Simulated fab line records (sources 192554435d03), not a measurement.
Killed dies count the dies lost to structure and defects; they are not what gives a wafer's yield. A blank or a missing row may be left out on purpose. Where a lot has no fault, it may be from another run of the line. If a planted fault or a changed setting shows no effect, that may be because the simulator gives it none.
Split-lot study	flow n5 finfet	21 wafers read from 7 lots, route of 1938 steps

== THE SPLIT ==
At N5_PMOS_HMC_CHANNEL_EPI_PEB_07 (peb time 60 s), the setting peb time s was moved away from the recipe's 60 s on 9 of the 21 wafers read, by -22.0% to +11.3%. The other wafers ran this setting at the recipe's value.

== FROM THE SPLIT TO THE READING: what the file shows between them, 1 step ==
- N5_PMOS_HMC_CHANNEL_EPI_DEVELOP_08: develop time 30 s

== THE READING ==
At N5_PMOS_HMC_CHANNEL_EPI_CD_MEAS_09: cd nm in nanometres, against a target cd of 237.4 nm. On this fab line, fault-free wafers typically give 238.2 nm with a standard deviation of 1.3 nm.

wafer	tool, chamber at the split	peb time s as run, s	against the recipe	cd nm, nm	against lot-mates on the recipe
L082.1	litho track-02, 0	60	recipe	240.8	-
L082.4	litho track-02, 0	60	recipe	239.8	-
L082.5	litho track-02, 0	60	recipe	238.7	-
L083.1	litho track-04, 0	46.79	-22.0%	225.9	-12.5
L083.3	litho track-04, 0	46.79	-22.0%	227.3	-11.1
L083.4	litho track-04, 0	60	recipe	238.4	-
L084.1	litho track-05, 0	54.37	-9.4%	235.1	-4.6
L084.2	litho track-05, 0	54.37	-9.4%	234.8	-4.9
L084.6	litho track-05, 0	60	recipe	239.7	-
L085.1	litho track-04, 0	60	recipe	238.4	-
L085.2	litho track-04, 0	60	recipe	236.6	-
L085.4	litho track-04, 0	66.8	+11.3%	241.1	+3.6
L087.1	litho track-02, 0	48.74	-18.8%	229.9	-9.9
L087.2	litho track-02, 0	60	recipe	239.8	-
L087.5	litho track-02, 0	48.74	-18.8%	230.1	-9.7
L095.1	litho track-04, 0	60	recipe	237.3	-
L095.3	litho track-04, 0	55.35	-7.8%	233.4	-3.5
L095.6	litho track-04, 0	60	recipe	236.6	-
L097.1	litho track-02, 0	60	recipe	238.4	-
L097.2	litho track-02, 0	52.24	-12.9%	233.1	-5.2
L097.4	litho track-02, 0	60	recipe	238.1	-

FIT RESULTS
A straight line over all 21 wafers: cd nm changes by +0.466 nm for each +1% of peb time s; r = +0.95; the points scatter about the line by 1.4 nm.
The same after taking each lot's own level away (the mean of its wafers on the recipe; 21 wafers): +0.496 nm for each +1%; r = +0.98; scatter 0.81 nm.
That fit puts the effect of the largest move of peb time s on the reading at 11 nm.
Measured against the standard deviation above, the lots' own levels, which go from 236.95 to 239.80 nm, span 2.2 times it.
The two slopes agree, so the slope changes little with the lot-to-lot level.
Check: for one of the wafers moved furthest among these (-22.0%), held out of the fit, the line's prediction against its lot-mates is -10.7 nm. Against them it came out at -12.5 nm.

== THE WHOLE CHAIN: every reading that the file lists as answering this split, in the file's order ==
step	what it does	reading	change (the file's fit)	r (the file's)
N5_PMOS_HMC_CHANNEL_EPI_CD_MEAS_09	target cd 237.4 nm	cd nm	+0.487 nm for each +1% of the setting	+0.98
N5_PMOS_HMC_CHANNEL_EPI_DESCUM_14	chemistry O2, time 7.9 s	PMOS_HMC_CHANNEL_EPI.cd nm (the simulator's own value, which no gauge read)	+0.492 nm for each +1% of the setting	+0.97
N5_PMOS_HMC_CHANNEL_EPI_ETCH_32	etches BARC in N2/H2, stops on SiO2, target depth 85.8 nm, time 50.3 s	PMOS_HMC_CHANNEL_EPI.cd nm (the simulator's own value, which no gauge read)	+0.471 nm for each +1% of the setting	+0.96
N5_PMOS_HMC_CHANNEL_EPI_FIN_RECESS_16	chemistry HBr/Cl2, target Si, target depth 54 nm, time 18 s	PMOS_HMC_CHANNEL_EPI.cd nm (the simulator's own value, which no gauge read)	+0.464 nm for each +1% of the setting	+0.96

== THE FILE'S OWN FIT ==
cd nm changes by +0.487 nm for each +1% of peb time s, r = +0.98.
